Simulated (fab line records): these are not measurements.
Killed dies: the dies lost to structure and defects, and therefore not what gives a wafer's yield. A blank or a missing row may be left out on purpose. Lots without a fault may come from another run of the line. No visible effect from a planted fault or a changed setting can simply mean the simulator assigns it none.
Chamber matching / flow n5Finfet / N5_FIN_SAQP_SPACER2_ALD_28 on aldSin-02: 4 sister chambers
The step deposits SiO2, target thk 8.1 nm, pulse time 1 s, purge time 2 s. 8 wafers are shown with their chamber, then 9 later ones without.

== WAFERS WITH THEIR CHAMBER ==
wafer=L080.4; chamber=2; heaterPowerOuterW (W)=261; heaterPowerW (W)=482
wafer=L084.1; chamber=1; heaterPowerOuterW (W)=296; heaterPowerW (W)=486
wafer=L084.4; chamber=2; heaterPowerOuterW (W)=263; heaterPowerW (W)=480
wafer=L085.5; chamber=0; heaterPowerOuterW (W)=214; heaterPowerW (W)=409
wafer=L085.6; chamber=3; heaterPowerOuterW (W)=298; heaterPowerW (W)=458
wafer=L086.1; chamber=1; heaterPowerOuterW (W)=299; heaterPowerW (W)=484
wafer=L086.3; chamber=0; heaterPowerOuterW (W)=210; heaterPowerW (W)=413
wafer=L086.4; chamber=3; heaterPowerOuterW (W)=294; heaterPowerW (W)=450

== WAFERS WHOSE CHAMBER IS MISSING ==
wafer=L088.3; heaterPowerOuterW (W)=262; heaterPowerW (W)=490
wafer=L088.5; heaterPowerOuterW (W)=291; heaterPowerW (W)=462
wafer=L088.6; heaterPowerOuterW (W)=217; heaterPowerW (W)=420
wafer=L092.2; heaterPowerOuterW (W)=264; heaterPowerW (W)=485
wafer=L092.4; heaterPowerOuterW (W)=216; heaterPowerW (W)=418
wafer=L092.5; heaterPowerOuterW (W)=214; heaterPowerW (W)=404
wafer=L096.2; heaterPowerOuterW (W)=294; heaterPowerW (W)=490
wafer=L096.3; heaterPowerOuterW (W)=288; heaterPowerW (W)=446
wafer=L096.5; heaterPowerOuterW (W)=213; heaterPowerW (W)=411

== WHICH CHAMBER EACH WENT THROUGH ==
wafer=L088.3; from the rows above=2; in truth=2
wafer=L088.5; from the rows above=3; in truth=3
wafer=L088.6; from the rows above=0; in truth=0
wafer=L092.2; from the rows above=2; in truth=2
wafer=L092.4; from the rows above=0; in truth=0
wafer=L092.5; from the rows above=0; in truth=0
wafer=L096.2; from the rows above=1; in truth=1
wafer=L096.3; from the rows above=3; in truth=3
wafer=L096.5; from the rows above=0; in truth=0
Correctly placed: 9 of 9. Number that these rows cannot place: 0. Number placed wrongly: 0.
How it was worked out, from the rows above alone: a wafer's distance from a chamber is the root of the sum, over the readings, of the square of ((its reading less the chamber's mean) divided by the reading's scatter). If the next closest chamber is less than 2 further off than the closest, the wafer can't be placed; otherwise it belongs to the closest. A chamber's mean is the mean of its shown wafers. How the scatter is found: for the shown wafers, subtract from each reading the mean of its chamber, square and add these, divide the total by (wafers less chambers), then take the root.
